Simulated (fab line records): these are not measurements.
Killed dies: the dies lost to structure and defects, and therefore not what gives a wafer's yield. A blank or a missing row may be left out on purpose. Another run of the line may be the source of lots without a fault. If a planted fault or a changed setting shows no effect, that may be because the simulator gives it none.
A struck lot beside a sound one / flow n5 finfet / 38 out of 1938 route steps
Sound: these wafers, L882.2, L882.3, L882.6. Struck: wafers L893.2, L893.6 (left out: L893.5, a lot-mate that was not struck); the cause follows at the end.
At each step with rows: each side's tool, then ch and its chambers, then its first start. Under that, the readings that differ: sound wafers / struck wafers / difference of the means / sigmas: that difference in standard deviations of wafers without a fault.
alike: readings whose means differ by less than 2 such deviations, and words and numbers that are the same on both sides. not compared: withheld readings, readings that some wafer has no value for, bounds like >300 that may hide the same value, and numbers for which the record gives no deviation and whose values overlap.
A row with sigmas, a row that says differs or no value, or rows on one side alone: a step with any of these is where the two part. Non-overlapping numbers with no deviation appear without sigmas and do not part them. Lack of a reading on every wafer of one side parts them only where that side has two or more wafers.

first, 9 steps without rows for these wafers: N5_BEOL_M9_DESCUM_33 (chemistry O2, time 7 s); N5_BEOL_M9_ETCH_76 (etches underlayer in N2/H2, target depth 6.5 nm, time 5.2 s); N5_BEOL_M9_ETCH_65 (etches SiARC in CF4, target depth 15.6 nm, time 26 s); N5_BEOL_M9_ETCH_66 (etches SOC in N2/H2, target depth 80 nm, overetch 16 nm, time 120 s); N5_BEOL_M9_STRIP_69 (strips in N2/H2); N5_BEOL_M9_STRIP_77 (strips in N2/H2); N5_BEOL_M9_VIA_ETCH_34 (etches SiCOH lowk in C4F6/O2, target depth 182.4 nm, time 68.4 s); N5_BEOL_M9_STRIP_73 (strips in C4F6/O2); N5_BEOL_M9_STRIP_36 (strips in N2/H2).
N5_BEOL_M9_TRENCH_ETCH_37: etches SiCOH lowk in C4F6/O2, target depth 151.43 nm, time 49 s.
  sound on rie diel-01 ch 2,3, day 14 04:46; struck on rie diel-06 ch 0,2, day 16 19:30
reading=drypump motor current A (A); sound=5.4 4.8 4.9; struck=6.6 6.3; difference=+1.4; sigmas=+2
reading=model.etch.depth nm (nm); sound=154.6 151.5 150.5; struck=122.4 122.6; difference=-29.7; sigmas=
reading=model.BEOL_M9.feature depth nm (nm); sound=154.6 151.4 150.6; struck=122.4 122.6; difference=-29.7; sigmas=
reading=model.TiN_of_BEOL_M9_HM_DEP_02.thk nm (nm); sound=15.4 15.4 15.6; struck=16.8 16.6; difference=+1.2; sigmas=
  alike: oes product au, rf vpp V, showerhead plenum p Torr, throttle valve pct
  not compared: rf hours counter h
then, 2 steps without rows for these wafers: N5_BEOL_M9_ETCH_41 (etches SiCN in CH3F/O2, target depth 36.6 nm, time 70.1 s); N5_BEOL_M9_STRIP_80 (strips in N2/H2, time 10 s).
N5_BEOL_M9_OCD_MEAS_38:
  sound on ocd-01 at day 14 04:56; struck on ocd-01 at day 16 19:40
reading=trench depth nm (nm); sound=154.2 151.7 150.4; struck=122.1 122.7; difference=-29.7; sigmas=-14
then, 13 steps without rows for these wafers: N5_BEOL_M9_HM_STRIP_39 (strips TiN in peroxide tin strip, target depth 25 nm, time 158 s); N5_BEOL_M9_SRD_40 (time 30 s); N5_BEOL_M9_PRECLEAN_42 (cleans in residue remover, time 60 s); N5_BEOL_M9_SRD_43 (time 30 s); N5_BEOL_M9_CURE_72 (cures SiCOH lowk, time 120 s); N5_BEOL_M9_DEGAS_44 (time 60 s); N5_BEOL_M9_PRE_CLEAN_45 (time 30 s); N5_BEOL_M9_ALD_74 (deposits TaN, target thk 2 nm, pulse time 2 s, purge time 3 s); N5_BEOL_M9_SURFACE_TREAT_79; N5_BEOL_M9_CVD_78 (deposits Co from CCTBA/H2, target thk 2 nm, time 138.9 s); N5_BEOL_M9_SPUTTER_48 (material Cu, target thk 12 nm, time 2 s); N5_BEOL_M9_ECD_50 (material Cu, target thk 318 nm); N5_BEOL_M9_ANNEAL_51 (time 90 s).
N5_BEOL_M9_CMP_52: polishes, stops on SiCOH lowk, t overpolish 7 s, target thk 140 nm.
  sound on cmp-03 ch 0,1,3, day 14 07:52; struck on cmp-03 ch 0,3, day 16 22:55
reading=model.Cu_of_BEOL_M9_ECD_50.thk nm (nm); sound=142.2 138.8 138.8; struck=110.4 110.4; difference=-29.5; sigmas=
  alike: motor current A
N5_BEOL_M9_THK_MEAS_53: measures by xrf.
  sound on film metro-02 at day 14 08:05; struck on film metro-02 at day 16 23:10
reading=M9_THK (nm); sound=143.9 140.0 140.3; struck=110.9 111.1; difference=-30.4; sigmas=-11
then, 2 steps without rows for these wafers: N5_BEOL_M9_PRE_CLEAN_55 (time 15 s); N5_BEOL_M9_DEP_56 (deposits SiCN from 3MS/NH3, target thk 15 nm, time 26.5 s).
N5_BEOL_M9_RS_MEAS_57: uses a four-point probe to measure.
  sound on film metro-02 at day 14 08:13; struck on film metro-01 at day 16 23:19
reading=M9_RS (ohm/sq); sound=0.1479 0.1515 0.1521; struck=0.1965 0.1965; difference=+0.0460; sigmas=+16
then, 5 steps without rows for these wafers: N5_BEOL_M10_ILD_DEP_00 (deposits SiCOH lowk from DEMS/porogen, target thk 308.51 nm, time 58 s); N5_BEOL_M10_CURE_71 (cures SiCOH lowk, time 240 s); N5_BEOL_M10_PECVD_70 (deposits SiO2 from TEOS/O2, target thk 20 nm, time 22.7 s); N5_BEOL_M10_HM_DEP_02 (deposits TiN, target thk 20 nm); N5_BEOL_M10_COAT_59 (time 60 s, resist thk 100 nm).
-- record jumps: 2 days separate the struck wafers' starts on either side; left off in module BEOL_M10, taken up again in module BEOL_M15, whose first shown step is the route's number 1830 --
N5_BEOL_M15_RC_MEAS_101:
  sound on prober-02 ch 0, day 16 05:31; struck on prober-02 ch 0, day 19 03:58
reading=SERP_M9 (ohm/um); sound=3.05 3.04 3.05; struck=4.00 3.96; difference=+0.93; sigmas=+14
reading=SERP_M9_max_site (ohm/um); sound=3.12 3.24 3.15; struck=4.08 4.19; difference=+0.96; sigmas=+12
  alike: COMB_M10, COMB_M11, COMB_M12, COMB_M13, COMB_M14, COMB_M15, COMB_M15_max_site, COMB_M5, COMB_M6, COMB_M6_max_site, COMB_M7, COMB_M8, SERP_M10, SERP_M11, SERP_M12, SERP_M13, SERP_M14, SERP_M5, SERP_M6, SERP_M7, SERP_M8
N5_PASSIVATION_PROBE_49:
  sound on prober-02 at day 16 22:05; struck on prober-02 at day 19 20:26
  alike: defect limited yield, killed_at_M0_to_M3, killed_at_M4_up, killed at contacts, killed at front end, killed at other, killed dies, killed open, killed short, sort_bin_5_function, sort_bin_6_memory, sort n pass, sort yield pct
  not compared: sort_bin_8_speed

WHERE THEY PART
Earliest at N5_BEOL_M9_TRENCH_ETCH_37; latest, in this record, at N5_BEOL_M15_RC_MEAS_101. Later steps at which nothing parts them and some readings are alike: N5_PASSIVATION_PROBE_49.

WHY: what had been put in by the simulator
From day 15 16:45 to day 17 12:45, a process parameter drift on rie diel-06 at N5_BEOL_M9_TRENCH_ETCH_37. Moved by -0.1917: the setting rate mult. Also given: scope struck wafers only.
